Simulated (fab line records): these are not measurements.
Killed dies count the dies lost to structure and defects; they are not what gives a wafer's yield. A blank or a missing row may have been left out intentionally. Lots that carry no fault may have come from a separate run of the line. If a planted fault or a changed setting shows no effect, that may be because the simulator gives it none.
What tool caused it? / flow n5_finfet / 24 lots, 72 wafers sampled, at 4 steps of a route of 1938

## WHAT EACH GAUGE READ, for each wafer
N5_ZERO_LAYER_CD_MEAS_11 targets a cd of 2000 nm.
lot=L074; measured=day 1 12:47; on=cd_sem-02; cd_nm (nm)=1998.5 1997.5 1997.2
lot=L075; measured=day 1 18:46; on=cd_sem-01; cd_nm (nm)=2001.6 2001.7 2001.6
lot=L076; measured=day 2 00:40; on=cd_sem-01; cd_nm (nm)=1999.2 1999.9 2000.0
lot=L077; measured=day 2 06:46; on=cd_sem-01; cd_nm (nm)=2001.3 1998.5 2001.6
lot=L078; measured=day 2 13:05; on=cd_sem-03; cd_nm (nm)=1997.3 1999.9 1999.9
lot=L079; measured=day 2 18:40; on=cd_sem-03; cd_nm (nm)=1999.6 1999.4 1997.3
lot=L080; measured=day 3 00:38; on=cd_sem-02; cd_nm (nm)=2001.8 2000.5 1998.6
lot=L081; measured=day 3 06:47; on=cd_sem-02; cd_nm (nm)=2002.0 2000.5 2001.7
lot=L082; measured=day 3 12:40; on=cd_sem-02; cd_nm (nm)=1999.8 1999.2 1998.8
lot=L083; measured=day 3 18:57; on=cd_sem-01; cd_nm (nm)=1999.4 2000.7 2001.4
lot=L084; measured=day 4 00:46; on=cd_sem-02; cd_nm (nm)=2000.6 1999.9 1999.7
lot=L085; measured=day 4 06:47; on=cd_sem-03; cd_nm (nm)=2001.0 1999.3 1999.9
lot=L086; measured=day 4 12:38; on=cd_sem-02; cd_nm (nm)=2000.7 1998.0 2000.4
lot=L087; measured=day 4 18:38; on=cd_sem-01; cd_nm (nm)=1999.0 2000.5 1998.7
lot=L088; measured=day 5 00:46; on=cd_sem-01; cd_nm (nm)=1998.2 1999.0 1998.9
lot=L089; measured=day 5 06:47; on=cd_sem-02; cd_nm (nm)=1999.9 2001.7 2002.4
lot=L090; measured=day 5 12:57; on=cd_sem-02; cd_nm (nm)=2003.8 1999.6 2001.0
lot=L091; measured=day 5 18:40; on=cd_sem-01; cd_nm (nm)=2000.0 1999.4 2001.0
lot=L092; measured=day 6 00:38; on=cd_sem-02; cd_nm (nm)=2000.1 2000.9 2000.1
lot=L093; measured=day 6 06:40; on=cd_sem-02; cd_nm (nm)=2001.0 2000.7 2000.3
lot=L094; measured=day 6 12:46; on=cd_sem-03; cd_nm (nm)=1999.5 1997.8 1998.7
lot=L095; measured=day 6 18:47; on=cd_sem-02; cd_nm (nm)=2001.0 2000.2 2001.2
lot=L096; measured=day 7 00:40; on=cd_sem-03; cd_nm (nm)=1999.7 2000.3 2000.7
lot=L097; measured=day 7 06:39; on=cd_sem-01; cd_nm (nm)=2001.7 2001.3 1999.2

N5_WELL_APT_OVL_MEAS_26.
lot=L074; measured=day 1 14:59; on=overlay-01; PWELL_OVL (nm)=6 7 -4
lot=L075; measured=day 1 20:58; on=overlay-02; PWELL_OVL (nm)=-10 -4 -11
lot=L076; measured=day 2 02:59; on=overlay-01; PWELL_OVL (nm)=-7 -7 -6
lot=L077; measured=day 2 09:08; on=overlay-01; PWELL_OVL (nm)=-6 -12 -9
lot=L078; measured=day 2 16:02; on=overlay-01; PWELL_OVL (nm)=0 -7 -9
lot=L079; measured=day 2 21:00; on=overlay-01; PWELL_OVL (nm)=1 -3 2
lot=L080; measured=day 3 03:02; on=overlay-02; PWELL_OVL (nm)=-3 3 -4
lot=L081; measured=day 3 08:58; on=overlay-02; PWELL_OVL (nm)=-1 5 -6
lot=L082; measured=day 3 14:53; on=overlay-01; PWELL_OVL (nm)=0 3 2
lot=L083; measured=day 3 21:15; on=overlay-02; PWELL_OVL (nm)=-6 2 1
lot=L084; measured=day 4 03:27; on=overlay-01; PWELL_OVL (nm)=-3 3 -6
lot=L085; measured=day 4 09:11; on=overlay-01; PWELL_OVL (nm)=2 -6 -8
lot=L086; measured=day 4 15:10; on=overlay-02; PWELL_OVL (nm)=1 -14 -3
lot=L087; measured=day 4 20:58; on=overlay-02; PWELL_OVL (nm)=0 3 0
lot=L088; measured=day 5 03:05; on=overlay-02; PWELL_OVL (nm)=-2 -5 -3
lot=L089; measured=day 5 09:07; on=overlay-01; PWELL_OVL (nm)=0 8 8
lot=L090; measured=day 5 16:07; on=overlay-01; PWELL_OVL (nm)=-5 -6 -1
lot=L091; measured=day 5 20:44; on=overlay-01; PWELL_OVL (nm)=-2 -9 -4
lot=L092; measured=day 6 03:05; on=overlay-02; PWELL_OVL (nm)=-9 -8 -8
lot=L093; measured=day 6 08:51; on=overlay-02; PWELL_OVL (nm)=-13 -5 -4
lot=L094; measured=day 6 15:15; on=overlay-01; PWELL_OVL (nm)=-8 -6 -5
lot=L095; measured=day 6 20:53; on=overlay-02; PWELL_OVL (nm)=6 7 -2
lot=L096; measured=day 7 03:01; on=overlay-02; PWELL_OVL (nm)=-9 -14 -9
lot=L097; measured=day 7 09:19; on=overlay-02; PWELL_OVL (nm)=-2 1 0

## WHAT TOOL EACH LOT RAN ON (gives the tool, then ch and the chambers of the sampled wafers, and finally the start)
lot=L074; N5_ZERO_LAYER_PECVD_02=pecvd-01 ch 0,1,2, day 1 12:18; N5_ZERO_LAYER_ETCH_17=rie_diel-03 ch 1,3, day 1 12:52
lot=L075; N5_ZERO_LAYER_PECVD_02=pecvd-02 ch 1,2, day 1 18:17; N5_ZERO_LAYER_ETCH_17=rie_diel-06 ch 0,1, day 1 18:50
lot=L076; N5_ZERO_LAYER_PECVD_02=pecvd-02 ch 0,2, day 2 00:18; N5_ZERO_LAYER_ETCH_17=rie_diel-04 ch 1,2, day 2 00:44
lot=L077; N5_ZERO_LAYER_PECVD_02=pecvd-01 ch 0,1, day 2 06:17; N5_ZERO_LAYER_ETCH_17=rie_diel-06 ch 0,1, day 2 06:50
lot=L078; N5_ZERO_LAYER_PECVD_02=pecvd-01 ch 1,2, day 2 12:19; N5_ZERO_LAYER_ETCH_17=rie_diel-06 ch 2,3, day 2 13:09
lot=L079; N5_ZERO_LAYER_PECVD_02=pecvd-03 ch 0,1, day 2 18:17; N5_ZERO_LAYER_ETCH_17=rie_diel-06 ch 0,1,3, day 2 18:44
lot=L080; N5_ZERO_LAYER_PECVD_02=pecvd-01 ch 0,1, day 3 00:17; N5_ZERO_LAYER_ETCH_17=rie_diel-04 ch 1,3, day 3 00:43
lot=L081; N5_ZERO_LAYER_PECVD_02=pecvd-03 ch 0,1,2, day 3 06:18; N5_ZERO_LAYER_ETCH_17=rie_diel-03 ch 1,2, day 3 06:52
lot=L082; N5_ZERO_LAYER_PECVD_02=pecvd-02 ch 0,1, day 3 12:18; N5_ZERO_LAYER_ETCH_17=rie_diel-04 ch 1,2, day 3 12:44
lot=L083; N5_ZERO_LAYER_PECVD_02=pecvd-03 ch 1,2, day 3 18:28; N5_ZERO_LAYER_ETCH_17=rie_diel-06 ch 0,3, day 3 19:04
lot=L084; N5_ZERO_LAYER_PECVD_02=pecvd-02 ch 0,1,2, day 4 00:19; N5_ZERO_LAYER_ETCH_17=rie_diel-03 ch 0,1,3, day 4 00:50
lot=L085; N5_ZERO_LAYER_PECVD_02=pecvd-01 ch 0,1,2, day 4 06:19; N5_ZERO_LAYER_ETCH_17=rie_diel-03 ch 0,1,3, day 4 06:52
lot=L086; N5_ZERO_LAYER_PECVD_02=pecvd-01 ch 1,2, day 4 12:17; N5_ZERO_LAYER_ETCH_17=rie_diel-04 ch 1,2,3, day 4 13:01
lot=L087; N5_ZERO_LAYER_PECVD_02=pecvd-01 ch 1,2, day 4 18:17; N5_ZERO_LAYER_ETCH_17=rie_diel-03 ch 1,2, day 4 18:43
lot=L088; N5_ZERO_LAYER_PECVD_02=pecvd-02 ch 1,2, day 5 00:17; N5_ZERO_LAYER_ETCH_17=rie_diel-03 ch 0,1,2, day 5 00:50
lot=L089; N5_ZERO_LAYER_PECVD_02=pecvd-03 ch 1,2, day 5 06:17; N5_ZERO_LAYER_ETCH_17=rie_diel-06 ch 0,1,2, day 5 06:52
lot=L090; N5_ZERO_LAYER_PECVD_02=pecvd-01 ch 1,2, day 5 12:28; N5_ZERO_LAYER_ETCH_17=rie_diel-04 ch 1,2, day 5 13:53
lot=L091; N5_ZERO_LAYER_PECVD_02=pecvd-02 ch 1,2, day 5 18:17; N5_ZERO_LAYER_ETCH_17=rie_diel-03 ch 0,3, day 5 18:44
lot=L092; N5_ZERO_LAYER_PECVD_02=pecvd-03 ch 0,2, day 6 00:17; N5_ZERO_LAYER_ETCH_17=rie_diel-06 ch 1,2,3, day 6 00:58
lot=L093; N5_ZERO_LAYER_PECVD_02=pecvd-02 ch 2, day 6 06:17; N5_ZERO_LAYER_ETCH_17=rie_diel-03 ch 1,3, day 6 06:44
lot=L094; N5_ZERO_LAYER_PECVD_02=pecvd-02 ch 0,1, day 6 12:17; N5_ZERO_LAYER_ETCH_17=rie_diel-04 ch 1,2,3, day 6 13:04
lot=L095; N5_ZERO_LAYER_PECVD_02=pecvd-02 ch 0,1,2, day 6 18:18; N5_ZERO_LAYER_ETCH_17=rie_diel-03 ch 0,2, day 6 18:52
lot=L096; N5_ZERO_LAYER_PECVD_02=pecvd-03 ch 0,1,2, day 7 00:18; N5_ZERO_LAYER_ETCH_17=rie_diel-06 ch 0,1,3, day 7 00:48
lot=L097; N5_ZERO_LAYER_PECVD_02=pecvd-02 ch 0,1,2, day 7 06:19; N5_ZERO_LAYER_ETCH_17=rie_diel-04 ch 0,2,3, day 7 06:44
- N5_ZERO_LAYER_PECVD_02: deposits SiO2 from SiH4/N2O, target thk 10 nm, time 6 s.
- N5_ZERO_LAYER_ETCH_17: etches SiO2 in CF4, target depth 12 nm, time 13.3 s.

## WHAT THE TOOLS THEMSELVES READ (means of the sampled wafers that have a number; where no wafer has one, the mark that the record gives instead)
N5_ZERO_LAYER_PECVD_02.
lot=L074; tool=pecvd-01; heater_power_w (W)=762; showerhead_plenum_p_Torr (Torr)=7.99
lot=L075; tool=pecvd-02; heater_power_w (W)=731; showerhead_plenum_p_Torr (Torr)=8.17
lot=L076; tool=pecvd-02; heater_power_w (W)=660; showerhead_plenum_p_Torr (Torr)=8.20
lot=L077; tool=pecvd-01; heater_power_w (W)=827; showerhead_plenum_p_Torr (Torr)=7.92
lot=L078; tool=pecvd-01; heater_power_w (W)=787; showerhead_plenum_p_Torr (Torr)=8.06
lot=L079; tool=pecvd-03; heater_power_w (W)=652; showerhead_plenum_p_Torr (Torr)=8.13
lot=L080; tool=pecvd-01; heater_power_w (W)=786; showerhead_plenum_p_Torr (Torr)=7.92
lot=L081; tool=pecvd-03; heater_power_w (W)=753; showerhead_plenum_p_Torr (Torr)=8.18
lot=L082; tool=pecvd-02; heater_power_w (W)=712; showerhead_plenum_p_Torr (Torr)=8.16
lot=L083; tool=pecvd-03; heater_power_w (W)=803; showerhead_plenum_p_Torr (Torr)=8.23
lot=L084; tool=pecvd-02; heater_power_w (W)=725; showerhead_plenum_p_Torr (Torr)=8.19
lot=L085; tool=pecvd-01; heater_power_w (W)=746; showerhead_plenum_p_Torr (Torr)=7.98
lot=L086; tool=pecvd-01; heater_power_w (W)=796; showerhead_plenum_p_Torr (Torr)=8.01
lot=L087; tool=pecvd-01; heater_power_w (W)=750; showerhead_plenum_p_Torr (Torr)=8.05
lot=L088; tool=pecvd-02; heater_power_w (W)=685; showerhead_plenum_p_Torr (Torr)=8.14
lot=L089; tool=pecvd-03; heater_power_w (W)=840; showerhead_plenum_p_Torr (Torr)=8.25
lot=L090; tool=pecvd-01; heater_power_w (W)=829; showerhead_plenum_p_Torr (Torr)=8.06
lot=L091; tool=pecvd-02; heater_power_w (W)=721; showerhead_plenum_p_Torr (Torr)=8.14
lot=L092; tool=pecvd-03; heater_power_w (W)=762; showerhead_plenum_p_Torr (Torr)=8.21
lot=L093; tool=pecvd-02; heater_power_w (W)=646; showerhead_plenum_p_Torr (Torr)=8.19
lot=L094; tool=pecvd-02; heater_power_w (W)=806; showerhead_plenum_p_Torr (Torr)=8.20
lot=L095; tool=pecvd-02; heater_power_w (W)=745; showerhead_plenum_p_Torr (Torr)=8.19
lot=L096; tool=pecvd-03; heater_power_w (W)=740; showerhead_plenum_p_Torr (Torr)=8.18
lot=L097; tool=pecvd-02; heater_power_w (W)=746; showerhead_plenum_p_Torr (Torr)=8.19

N5_ZERO_LAYER_ETCH_17.
lot=L074; tool=rie_diel-03; drypump_motor_current_A (A)=6.4; oes_product_au (a.u.)=0.83; rf_vpp_V (V)=946; showerhead_plenum_p_Torr (Torr)=2.11; throttle_valve_pct (%)=15.59
lot=L075; tool=rie_diel-06; drypump_motor_current_A (A)=5.8; oes_product_au (a.u.)=0.77; rf_vpp_V (V)=947; showerhead_plenum_p_Torr (Torr)=2.13; throttle_valve_pct (%)=15.87
lot=L076; tool=rie_diel-04; drypump_motor_current_A (A)=5.9; oes_product_au (a.u.)=0.73; rf_vpp_V (V)=953; showerhead_plenum_p_Torr (Torr)=2.21; throttle_valve_pct (%)=15.83
lot=L077; tool=rie_diel-06; drypump_motor_current_A (A)=5.6; oes_product_au (a.u.)=0.75; rf_vpp_V (V)=951; showerhead_plenum_p_Torr (Torr)=2.18; throttle_valve_pct (%)=15.99
lot=L078; tool=rie_diel-06; drypump_motor_current_A (A)=6.1; oes_product_au (a.u.)=0.75; rf_vpp_V (V)=944; showerhead_plenum_p_Torr (Torr)=2.06; throttle_valve_pct (%)=15.50
lot=L079; tool=rie_diel-06; drypump_motor_current_A (A)=5.9; oes_product_au (a.u.)=0.74; rf_vpp_V (V)=947; showerhead_plenum_p_Torr (Torr)=2.12; throttle_valve_pct (%)=15.75
lot=L080; tool=rie_diel-04; drypump_motor_current_A (A)=5.7; oes_product_au (a.u.)=0.82; rf_vpp_V (V)=955; showerhead_plenum_p_Torr (Torr)=2.25; throttle_valve_pct (%)=15.60
lot=L081; tool=rie_diel-03; drypump_motor_current_A (A)=5.7; oes_product_au (a.u.)=0.73; rf_vpp_V (V)=951; showerhead_plenum_p_Torr (Torr)=2.16; throttle_valve_pct (%)=15.72
lot=L082; tool=rie_diel-04; drypump_motor_current_A (A)=5.8; oes_product_au (a.u.)=0.74; rf_vpp_V (V)=954; showerhead_plenum_p_Torr (Torr)=2.23; throttle_valve_pct (%)=15.78
lot=L083; tool=rie_diel-06; drypump_motor_current_A (A)=5.8; oes_product_au (a.u.)=0.72; rf_vpp_V (V)=950; showerhead_plenum_p_Torr (Torr)=2.16; throttle_valve_pct (%)=15.86
lot=L084; tool=rie_diel-03; drypump_motor_current_A (A)=6.0; oes_product_au (a.u.)=0.77; rf_vpp_V (V)=949; showerhead_plenum_p_Torr (Torr)=2.14; throttle_valve_pct (%)=15.60
lot=L085; tool=rie_diel-03; drypump_motor_current_A (A)=6.0; oes_product_au (a.u.)=0.77; rf_vpp_V (V)=949; showerhead_plenum_p_Torr (Torr)=2.14; throttle_valve_pct (%)=15.61
lot=L086; tool=rie_diel-04; drypump_motor_current_A (A)=5.8; oes_product_au (a.u.)=0.79; rf_vpp_V (V)=954; showerhead_plenum_p_Torr (Torr)=2.23; throttle_valve_pct (%)=15.68
lot=L087; tool=rie_diel-03; drypump_motor_current_A (A)=5.7; oes_product_au (a.u.)=0.71; rf_vpp_V (V)=950; showerhead_plenum_p_Torr (Torr)=2.16; throttle_valve_pct (%)=15.74
lot=L088; tool=rie_diel-03; drypump_motor_current_A (A)=5.6; oes_product_au (a.u.)=0.71; rf_vpp_V (V)=951; showerhead_plenum_p_Torr (Torr)=2.18; throttle_valve_pct (%)=15.72
lot=L089; tool=rie_diel-06; drypump_motor_current_A (A)=5.6; oes_product_au (a.u.)=0.75; rf_vpp_V (V)=947; showerhead_plenum_p_Torr (Torr)=2.12; throttle_valve_pct (%)=15.94
lot=L090; tool=rie_diel-04; drypump_motor_current_A (A)=5.9; oes_product_au (a.u.)=0.71; rf_vpp_V (V)=953; showerhead_plenum_p_Torr (Torr)=2.20; throttle_valve_pct (%)=15.87
lot=L091; tool=rie_diel-03; drypump_motor_current_A (A)=5.9; oes_product_au (a.u.)=0.76; rf_vpp_V (V)=949; showerhead_plenum_p_Torr (Torr)=2.17; throttle_valve_pct (%)=15.61
lot=L092; tool=rie_diel-06; drypump_motor_current_A (A)=5.9; oes_product_au (a.u.)=0.74; rf_vpp_V (V)=942; showerhead_plenum_p_Torr (Torr)=2.06; throttle_valve_pct (%)=15.68
lot=L093; tool=rie_diel-03; drypump_motor_current_A (A)=6.4; oes_product_au (a.u.)=0.80; rf_vpp_V (V)=945; showerhead_plenum_p_Torr (Torr)=2.10; throttle_valve_pct (%)=15.64
lot=L094; tool=rie_diel-04; drypump_motor_current_A (A)=5.8; oes_product_au (a.u.)=0.77; rf_vpp_V (V)=954; showerhead_plenum_p_Torr (Torr)=2.23; throttle_valve_pct (%)=15.72
lot=L095; tool=rie_diel-03; drypump_motor_current_A (A)=5.4; oes_product_au (a.u.)=0.80; rf_vpp_V (V)=952; showerhead_plenum_p_Torr (Torr)=2.20; throttle_valve_pct (%)=15.57
lot=L096; tool=rie_diel-06; drypump_motor_current_A (A)=5.9; oes_product_au (a.u.)=0.73; rf_vpp_V (V)=947; showerhead_plenum_p_Torr (Torr)=2.11; throttle_valve_pct (%)=15.80
lot=L097; tool=rie_diel-04; drypump_motor_current_A (A)=5.8; oes_product_au (a.u.)=0.83; rf_vpp_V (V)=951; showerhead_plenum_p_Torr (Torr)=2.19; throttle_valve_pct (%)=15.54

## THE ANSWER, worked out from the rows above alone
Rule: usual is defined by the lots themselves. The widest of any qualifying gaps counts: lots, ordered by their means at a reading, are off when they make up no more than a third of the lots, leave a main group of 4 or more, and stand apart from it by 3 or more times the standard deviation of that group's means. Not used: any main group whose means are identical at the precision the tables above print for the reading. A lot without any number at a reading at which 4 lots or more have one is off too. The other lots that the step has rows for count as sound. Order of review: gauges by route order, followed by the tools' own readings, for which a lot's mean as printed above is used. The first step at which some lot is off is used, and at that step the reading that is off furthest; a lot without a number counts as furthest.
None of the lots is off at any reading shown; this tells nothing.

## WHAT WAS PUT IN BY THE SIMULATOR
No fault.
